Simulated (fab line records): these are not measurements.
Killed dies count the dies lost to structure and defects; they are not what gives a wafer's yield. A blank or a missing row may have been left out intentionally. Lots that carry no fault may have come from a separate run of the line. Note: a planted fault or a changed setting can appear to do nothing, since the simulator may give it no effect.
fab line records    flow nandHarc
record: lots: 12  wafers: 36  lastDay: 34
route steps=1302 shown P_GATE@148 END@1302
lots that met no fault: from a run of the same line without faults
startH: the number of hours between the record's first day and the start of the first shown wafer of the lot    waitH: how many hours have passed since the lot's step before this one    " same as the row above    L1.1+2: a row that stands for several wafers    - no value present, or no start provided    * or withheld: withheld    < > ~ a bound
route shown NAME@n: a module of which the file shows steps, and the number in the route of the first    usual: average and standard deviation across the fault-free wafers    same: alike in all rows    chamber/n: place in a boat    sites: each site's reading    _std_site: standard deviation of those values    _edge_site: mean of outer sites minus mean of inner sites    radiusMm: how far each site lies from the wafer's centre    mask NAME#n: copy n    behind: tool/chamber where the wafer was last shaped    hold: the reason the lot was held/the length of the hold in hours/how it ended    device: whichever transistor did not switch (one of n, p or np)    end of line: tests run on the same wafers once the route is complete    a step without rows: its recipe alone    killed: the dies lost at the first sort to structure and to defects; this is not the yield of the wafer    map: a wafer's dies, x killed, . not, _ none there
set.NAME: setting as actually run; set.NAME@STEP: the setting as run at that earlier step    model.NAME: the simulator's own value behind a step, which no gauge read
a sample of lots followed through the steps of the route, with each step as a table and each wafer as a row
services: when a tool's chamber went out of use (startH, in hours from the record's first day, below 0 if earlier), for how many hours, and the reason
== steps ==
step: NHARC_P_GATE_ETCH_114
recipe: targetDepthA: 300  overetchA: 30  timeS: 16.5  ionEnergyEv: 100  cf4FlowSccm: 80  o2FlowSccm: 20  arFlowSccm: 0  rfW: 300  biasW: 100  chemistry: CF4/O2
usual: cf4FlowSccm: 80.00/0.24  drypumpMotorCurrentA: 5.6/0.42  oesProductAu: 1.002/0.0096  rfVppV: 196.9/1.2  showerheadPlenumPTorr: 1.29/0.035  throttleValvePct: 13.398/0.0098
lot.wafer  tool        chamber  startH  waitH  cf4FlowSccm  drypumpMotorCurrentA  oesProductAu  rfHoursCounterH  rfVppV  showerheadPlenumPTorr  throttleValvePct
L780.1     rieDiel-04  3        -       -      79.93        5.1                   1.006         2.9              197.9   1.38                   13.399
L780.2     "           0        "       "      80.21        5.5                   1.022         2.5              198.7   1.32                   13.390
L780.4     "           1        "       "      79.83        5.2                   1.001         3.0              197.8   1.30                   13.405
L781.3     rieDiel-06  2        -       -      80.31        6.3                   1.006         9.4              196.2   1.26                   13.410
L781.6     "           0        "       "      80.24        5.9                   0.977         -                197.6   1.30                   13.410
L781.5     "           1        "       "      79.79        5.5                   1.006         -                196.7   1.31                   13.403
L784.1     rieDiel-04  2        -       -      80.12        6.6                   0.984         3.8              197.5   1.25                   13.376
L784.2     "           0        "       "      80.56        5.4                   1.004         3.3              196.9   1.32                   13.396
L784.4     "           2        "       "      80.06        6.6                   0.987         -                197.4   1.25                   13.393
L786.3     rieDiel-13  3        -       -      79.95        5.8                   0.991         0.0              195.8   1.28                   13.392
L786.4     "           2        "       "      79.90        5.7                   0.997         0.0              196.0   1.28                   13.403
L786.5     "           3        "       "      80.00        5.8                   0.997         -                197.1   1.28                   13.406
L787.1     rieDiel-13  3        -       -      80.40        5.9                   1.001         0.3              196.0   1.28                   13.403
L787.3     "           2        "       "      80.21        5.7                   1.001         0.3              196.3   1.28                   13.407
L787.5     "           0        "       "      80.16        5.4                   1.005         -                197.0   1.27                   13.389
L788.1     rieDiel-06  1        -       -      80.45        5.5                   1.028         2.4              196.9   1.31                   13.405
L788.4     "           2        "       "      80.02        6.3                   1.001         2.0              195.6   1.26                   13.401
L788.5     "           2        "       "      80.31        6.3                   1.004         -                196.8   1.26                   13.389
L790.2     rieDiel-04  1        -       -      80.14        5.3                   0.993         1.3              198.0   1.30                   13.398
L790.5     "           3        "       "      79.97        5.1                   1.012         -                199.7   1.38                   13.404
L790.6     "           0        "       "      80.07        5.4                   1.010         -                197.8   1.32                   13.372
L795.4     rieDiel-04  3        -       -      79.81        5.1                   0.997         4.1              198.5   1.38                   13.393
L795.3     "           2        "       "      80.22        6.6                   1.008         3.6              196.6   1.25                   13.388
L795.6     "           3        "       "      79.98        5.1                   0.997         -                199.5   1.38                   13.404
L798.1     rieDiel-13  0        -       -      80.20        5.3                   1.000         5.6              195.7   1.26                   13.394
L798.4     "           1        "       "      80.06        5.1                   0.993         4.9              197.6   1.28                   13.396
L798.5     "           2        "       "      80.00        5.7                   1.011         -                195.6   1.28                   13.398
L800.2     rieDiel-13  3        -       -      79.97        5.8                   1.013         6.2              195.8   1.28                   13.395
L800.3     "           1        "       "      80.32        5.1                   0.987         5.4              196.2   1.28                   13.379
L800.5     "           2        "       "      79.58        5.7                   1.010         -                197.1   1.28                   13.387
L802.2     rieDiel-06  2        -       -      79.51        6.3                   1.009         0.1              196.5   1.26                   13.389
L802.5     "           3        "       "      79.42        6.0                   1.001         -                195.8   1.26                   13.373
L802.4     "           2        "       "      79.83        6.3                   1.011         -                195.4   1.26                   13.415
L803.3     rieDiel-13  0        -       -      80.18        5.4                   1.006         8.5              197.2   1.26                   13.387
L803.1     "           1        "       "      79.92        5.1                   0.995         7.3              197.7   1.28                   13.390
L803.4     "           2        "       "      80.00        5.7                   1.006         7.4              196.7   1.28                   13.387
step: NHARC_P_GATE_ALD_36
recipe: targetThkA: 200  pulseTimeS: 60  aldCycles: 223  tempC: 400  material: SiNx
usual: aldCycles: 223/0  heaterPowerW: 814/77  precursorPulseHeightRel: 0.998/0.019
lot.wafer  tool       chamber  startH  waitH  aldCycles  heaterPowerW  precursorPulseHeightRel
L780.1     aldSin-04  2        107.20  -      223        739           1.026
L780.2     "          0        109.31  -      223        842           0.991
L780.4     "          1        110.36  -      223        819           0.963
L781.3     aldSin-03  0        116.51  -      223        794           0.991
L781.6     "          1        117.56  -      223        784           0.999
L781.5     "          2        118.62  -      223        915           1.003
L784.1     aldSin-03  1        139.64  -      223        780           0.996
L784.2     "          3        141.73  -      223        783           1.005
L784.4     "          0        142.78  -      223        811           1.001
L786.4     aldSin-04  3        175.50  -      223        663           0.972
L786.3     "          1        177.58  -      223        830           0.983
L786.5     "          0        180.71  -      223        848           0.999
L787.3     aldSin-02  3        182.42  -      223        922           1.007
L787.1     "          0        183.49  -      223        931           1.012
L787.5     "          0        187.76  -      223        945           0.974
L788.1     aldSin-03  3        187.73  -      223        741           1.017
L788.4     "          0        188.80  -      223        810           0.984
L788.5     "          2        190.92  -      223        864           0.997
L790.2     aldSin-04  2        199.83  -      223        730           0.974
L790.5     "          0        201.93  -      223        876           1.001
L790.6     "          1        202.98  -      223        835           0.998
L795.4     aldSin-04  3        254.48  -      198        669           0.997
L795.3     "          0        255.54  -      198        844           1.015
L795.6     "          2        257.66  -      223        736           1.011
L798.1     aldSin-04  2        278.52  -      198        710           0.992
L798.4     "          0        280.61  -      198        909           1.029
L798.5     "          3        283.75  -      223        692           1.013
L800.3     aldSin-03  3        299.50  -      223        750           1.007
L800.2     "          2        302.63  -      223        868           1.019
L800.5     "          3        303.67  -      223        757           0.999
L802.2     aldSin-03  3        317.83  -      223        747           0.986
L802.4     "          2        320.99  -      223        861           0.960
L802.5     "          0        323.10  -      223        838           1.004
L803.4     aldSin-02  1        326.33  -      223        811           0.995
L803.3     "          3        328.47  -      223        924           0.993
L803.1     "          0        329.53  -      223        941           1.012
step: NHARC_P_GATE_ETCHBACK_37
recipe: targetDepthA: 345  timeS: 17.2  chf3FlowSccm: 50  o2FlowSccm: 10  arFlowSccm: 200  rfW: 500  biasW: 200  chemistry: CHF3/O2
usual: drypumpMotorCurrentA: 5.7/0.41  oesProductAu: 0.95/0.03  rfVppV: 368.6/1.3  showerheadPlenumPTorr: 2.31/0.047  throttleValvePct: 20.572/0.0085
lot.wafer  tool        chamber  startH  waitH  drypumpMotorCurrentA  oesProductAu  rfHoursCounterH  rfVppV  showerheadPlenumPTorr  throttleValvePct
L780.4     rieDiel-13  1        -       -      5.1                   0.93          6.6              368.4   2.31                   20.572
L780.2     "           2        "       "      5.7                   0.93          6.6              368.2   2.30                   20.571
L780.1     "           3        "       "      5.9                   0.94          5.8              369.0   2.31                   20.581
L781.3     rieDiel-04  1        -       -      5.3                   1.00          3.3              369.8   2.34                   20.590
L781.6     "           0        "       "      5.4                   1.00          -                369.9   2.38                   20.580
L781.5     "           1        "       "      5.3                   1.00          -                370.0   2.34                   20.571
L784.2     rieDiel-06  2        -       -      6.3                   1.00          0.2              368.2   2.27                   20.553
L784.1     "           1        "       "      5.5                   1.01          0.2              370.9   2.36                   20.586
L784.4     "           1        "       "      5.5                   1.01          -                370.8   2.36                   20.576
L786.4     rieDiel-13  2        -       -      5.7                   0.96          0.3              367.9   2.30                   20.572
L786.3     "           0        "       "      5.4                   0.94          0.3              368.6   2.28                   20.570
L786.5     "           2        "       "      5.7                   0.96          -                368.4   2.30                   20.563
L787.1     rieDiel-06  2        -       -      6.3                   0.93          2.0              366.9   2.27                   20.571
L787.3     "           1        "       "      5.5                   0.94          2.5              370.3   2.36                   20.560
L787.5     "           3        "       "      6.0                   0.91          -                367.9   2.27                   20.554
L788.1     rieDiel-04  3        -       -      5.1                   0.99          0.9              373.9   2.48                   20.568
L788.4     "           1        "       "      5.3                   1.00          1.2              368.8   2.34                   20.565
L788.5     "           3        "       "      5.1                   0.99          -                371.6   2.48                   20.571
L790.2     rieDiel-06  3        -       -      6.0                   0.92          2.0              366.6   2.27                   20.572
L790.6     "           2        "       "      6.3                   0.93          -                368.0   2.27                   20.559
L790.5     "           3        "       "      6.0                   0.93          -                367.3   2.27                   20.570
L795.4     rieDiel-06  2        -       -      6.3                   0.93          6.2              366.9   2.27                   20.555
L795.3     "           3        "       "      6.0                   0.94          5.3              368.5   2.27                   20.563
L795.6     "           1        "       "      5.5                   0.95          -                369.6   2.35                   20.582
L798.4     rieDiel-13  0        -       -      5.4                   0.92          5.7              368.5   2.28                   20.570
L798.1     "           1        "       "      5.1                   0.92          5.0              366.9   2.31                   20.566
L798.5     "           3        "       "      5.8                   0.93          -                369.4   2.31                   20.568
L800.2     rieDiel-13  1        -       -      5.1                   0.92          5.6              370.0   2.30                   20.577
L800.3     "           2        "       "      5.7                   0.95          6.1              368.4   2.30                   20.576
L800.5     "           2        "       "      5.7                   0.94          -                368.3   2.30                   20.563
L802.2     rieDiel-06  1        -       -      5.5                   1.01          0.2              368.8   2.35                   20.578
L802.4     "           3        "       "      6.0                   0.92          0.2              366.4   2.26                   20.573
L802.5     "           2        "       "      6.3                   0.92          -                367.3   2.27                   20.584
L803.3     rieDiel-13  0        -       -      5.4                   0.94          8.8              367.5   2.28                   20.567
L803.1     "           2        "       "      5.7                   0.94          7.6              367.4   2.30                   20.574
L803.4     "           3        "       "      5.9                   0.94          8.5              367.3   2.30                   20.577
step: NHARC_P_GATE_CD_MEAS_46
recipe: targetCdNm: 720  landingEnergyEv: 500
usual: cdNm: 720.6/1.7
lot.wafer  tool      chamber  startH  waitH  cdNm
L780.1     cdSem-02  0        117.58  -      720.2
L780.2     "         0        "       "      722.3
L780.4     "         0        "       "      719.6
L781.3     cdSem-01  0        123.90  -      722.0
L781.5     "         0        "       "      722.2
L781.6     "         0        "       "      721.7
L784.1     cdSem-01  0        150.01  -      724.4
L784.2     "         0        "       "      724.1
L784.4     "         0        "       "      725.4
L786.3     cdSem-01  0        185.94  -      721.9
L786.4     "         0        "       "      719.9
L786.5     "         0        "       "      721.8
L787.1     cdSem-01  0        193.01  -      719.5
L787.3     "         0        "       "      718.2
L787.5     "         0        "       "      721.8
L788.1     cdSem-02  0        196.17  -      720.9
L788.4     "         0        "       "      719.9
L788.5     "         0        "       "      717.7
L790.2     cdSem-02  0        208.22  -      721.6
L790.5     "         0        "       "      719.8
L790.6     "         0        "       "      721.2
L795.3     cdSem-02  0        263.85  -      722.7
L795.4     "         0        "       "      722.1
L795.6     "         0        "       "      721.7
L798.1     cdSem-03  0        288.98  -      717.1
L798.4     "         0        "       "      721.6
L798.5     "         0        "       "      720.5
L800.2     cdSem-02  0        309.94  -      720.0
L800.3     "         0        "       "      718.3
L800.5     "         0        "       "      718.9
L802.2     cdSem-01  0        328.35  -      722.4
L802.4     "         0        "       "      720.6
L802.5     "         0        "       "      720.9
L803.1     cdSem-02  0        336.92  -      721.3
L803.3     "         0        "       "      722.5
L803.4     "         0        "       "      720.1
step: NHARC_END_SORT_01
recipe: tempC: 25
usual: killedAtArray: 64/18  killedAtOther: 0.8/1.1  killedAtPeriphery: 3.8/2.7  killedDies: 68/18  killedOpen: 3.3/1.9  killedShort: 2.3/1.8
same: grossDies: 677
lot.wafer  tool       chamber  startH  waitH  killedAtArray  killedAtOther  killedAtPeriphery  killedDies  killedOpen  killedShort
L781.3     prober-02  0        586.30  3.1    39             0              0                  39          1           0
L781.5     prober-02  0        587.89  3.7    36             0              2                  38          1           4
L781.6     prober-02  0        588.69  4.0    54             0              1                  55          4           4
L784.1     prober-01  0        615.72  2.5    80             0              3                  83          2           2
L784.2     prober-01  0        616.51  2.8    85             1              1                  87          1           0
L784.4     prober-01  0        618.11  3.4    92             0              1                  93          4           4
L786.3     prober-01  0        642.29  3.1    62             3              11                 76          2           1
L786.4     prober-01  0        643.09  3.4    63             3              9                  75          8           2
L786.5     prober-01  0        643.90  3.7    65             4              2                  71          4           4
L803.1     prober-01  0        807.80  2.5    99             1              5                  105         6           2
L803.3     prober-01  0        809.42  3.1    81             0              1                  82          5           1
L803.4     prober-01  0        810.23  3.4    79             0              3                  82          4           2
killed by level:class
L781.3 A_CHANNEL_HOLE_D2:chamberFilmFlake=32 A_CONTACT:chamberFilmFlake=3 A_DECK1_JOINT:chamberFilmFlake=2 A_BLC:geometricParticle:open=1 A_STAIRCASE:chamberFilmFlake=1
L781.5 A_CHANNEL_HOLE_D2:chamberFilmFlake=26 A_STAIRCASE:chamberFilmFlake=3 A_ONON_D2:geometricParticle:short=2 P_M1:geometricParticle:open=1 A_CHANNEL_FILL_D1:geometricParticle:short=1 A_DECK1_JOINT:geometricParticle:short=1 P_CONTACT:chamberFilmFlake=1 A_CHANNEL_HOLE_D1:chamberFilmFlake=1
L781.6 A_CHANNEL_HOLE_D2:chamberFilmFlake=35 A_STAIRCASE:chamberFilmFlake=4 A_CHANNEL_HOLE_D1:chamberFilmFlake=3 A_SGD_CUT:geometricParticle:open=2 A_WL_FILL:geometricParticle:short=2 A_DECK1_JOINT:chamberFilmFlake=2 P_M0:geometricParticle:open=1 A_CHANNEL_HOLE_D2:geometricParticle:short=1
L784.1 A_SLIT:chamberFilmFlake=28 A_CHANNEL_HOLE_D2:chamberFilmFlake=26 A_CHANNEL_HOLE_D1:chamberFilmFlake=14 A_STAIRCASE:chamberFilmFlake=4 A_CONTACT:chamberFilmFlake=4 A_ONON_D1:geometricParticle:open=1 A_ONON_D2:geometricParticle:short=1 A_CHANNEL_HOLE_D2:geometricParticle:open=1
L784.2 A_CHANNEL_HOLE_D2:chamberFilmFlake=27 A_SLIT:chamberFilmFlake=25 A_CHANNEL_HOLE_D1:chamberFilmFlake=22 A_CONTACT:chamberFilmFlake=5 A_STAIRCASE:chamberFilmFlake=3 A_M1:geometricParticle:open=1 P_GATE:chamberFilmFlake=1 A_DECK1_JOINT:chamberFilmFlake=1
L784.4 A_CHANNEL_HOLE_D2:chamberFilmFlake=29 A_SLIT:chamberFilmFlake=29 A_CHANNEL_HOLE_D1:chamberFilmFlake=23 A_CHANNEL_HOLE_D1:geometricParticle:open=2 P_M0:geometricParticle:open=1 A_ONON_D1:geometricParticle:open=1 A_CHANNEL_HOLE_D1:geometricParticle:short=1 A_ONON_D2:geometricParticle:short=1
L786.3 A_CHANNEL_HOLE_D1:chamberFilmFlake=32 A_CHANNEL_HOLE_D2:chamberFilmFlake=19 A_CONTACT:chamberFilmFlake=5 P_GATE:chamberFilmFlake=3 P_M0:chamberFilmFlake=3 P_BONDPAD:chamberFilmFlake=3 A_BONDPAD:chamberFilmFlake=2 THIN_TSV:chamberFilmFlake=2
L786.4 A_CHANNEL_HOLE_D1:chamberFilmFlake=36 A_CHANNEL_HOLE_D2:chamberFilmFlake=11 P_GATE:chamberFilmFlake=7 A_SLIT:chamberFilmFlake=5 A_ONON_D1:geometricParticle:open=2 A_WL_FILL:geometricParticle:open=2 P_CONTACT:geometricParticle:open=1 P_M0:geometricParticle:open=1
L786.5 A_CHANNEL_HOLE_D1:chamberFilmFlake=33 A_CHANNEL_HOLE_D2:chamberFilmFlake=9 A_SLIT:chamberFilmFlake=5 HYBRID_BOND:chamberFilmFlake=3 A_CHANNEL_FILL_D1:geometricParticle:short=2 A_ONON_D2:geometricParticle:open=2 A_WL_FILL:geometricParticle:short=2 A_STAIRCASE:chamberFilmFlake=2
L803.1 A_CHANNEL_HOLE_D2:chamberFilmFlake=29 A_CHANNEL_HOLE_D1:chamberFilmFlake=20 A_SLIT:chamberFilmFlake=20 A_STAIRCASE:chamberFilmFlake=10 A_CONTACT:chamberFilmFlake=7 A_SGD_CUT:chamberFilmFlake=3 A_CHANNEL_FILL_D2:geometricParticle:open=2 A_WL_FILL:chamberFilmFlake=2
L803.3 A_SLIT:chamberFilmFlake=25 A_CHANNEL_HOLE_D2:chamberFilmFlake=18 A_CHANNEL_HOLE_D1:chamberFilmFlake=10 A_STAIRCASE:chamberFilmFlake=7 A_CONTACT:chamberFilmFlake=7 A_BONDPAD:chamberFilmFlake=4 A_CHANNEL_FILL_D1:chamberFilmFlake=2 A_SGD_CUT:chamberFilmFlake=2
L803.4 A_SLIT:chamberFilmFlake=24 A_CHANNEL_HOLE_D1:chamberFilmFlake=13 A_CHANNEL_HOLE_D2:chamberFilmFlake=11 A_CONTACT:chamberFilmFlake=11 A_STAIRCASE:chamberFilmFlake=8 P_M2:chamberFilmFlake=2 A_SGD_CUT:chamberFilmFlake=2 A_WL_FILL:chamberFilmFlake=2
== services ==
tool        chamber  startH  hours  kind
aldSin-04   1        83.02   8.7    repair
aldSin-04   3        83.23   12.4   repair
rieDiel-13  0        95.00   -      clean
rieDiel-13  1        95.00   -      clean
rieDiel-06  2        115.01  7.5    repair
rieDiel-04  3        117.40  21.8   repair
rieDiel-06  -        130.20  9.0    pm
aldSin-04   3        140.30  5.5    repair
rieDiel-13  -        165.00  9.0    pm
aldSin-03   -        174.29  10.0   pm
rieDiel-04  -        177.90  9.0    pm
aldSin-03   3        196.54  3.6    repair
rieDiel-04  0        205.85  4.1    repair
aldSin-03   1        211.34  2.9    repair
rieDiel-04  1        232.36  3.3    repair
rieDiel-13  1        246.52  9.3    repair
rieDiel-06  0        279.83  6.5    repair
rieDiel-06  1        292.75  25.7   repair
aldSin-04   -        293.42  2.4    repair
aldSin-04   0        297.85  2.4    repair
aldSin-04   0        306.69  7.3    repair
rieDiel-06  -        307.20  9.0    pm
aldSin-02   -        307.23  10.0   pm
rieDiel-04  -        309.83  0.2    repair
== key ==
firstSign: step: NHARC_P_GATE_ALD_36  reading: aldCycles  direction: down  sigmas: 99+  usual: 223  struck: 198
effect none on later readings
metAt NHARC_P_GATE_ALD_36
struckLots L795,L798
struckWafers L795.3,L795.4,L798.1,L798.4
testerLeftOut L795,L798
notActingAt NHARC_P_GATE_ETCH_114,NHARC_P_GATE_ETCHBACK_37,NHARC_P_GATE_CD_MEAS_46
onsetBetween 199.83 254.48
fault: kind: processParameterDrift  tool: aldSin-04  chamber: -  onsetH: 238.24  steps: NHARC_P_GATE_ALD_36  channel: aldCycles  offset: -25  shape: step  endH: 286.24  scope: struckWafersOnly  stated: 223
testerLeftOut: of these lots the tester's yield and bins aren't shown, on N5 and GAA mostly nor the transistor test; their killed dies are dies lost to structure and defects alone, not to doping, threshold or leakage, so they don't give the yield
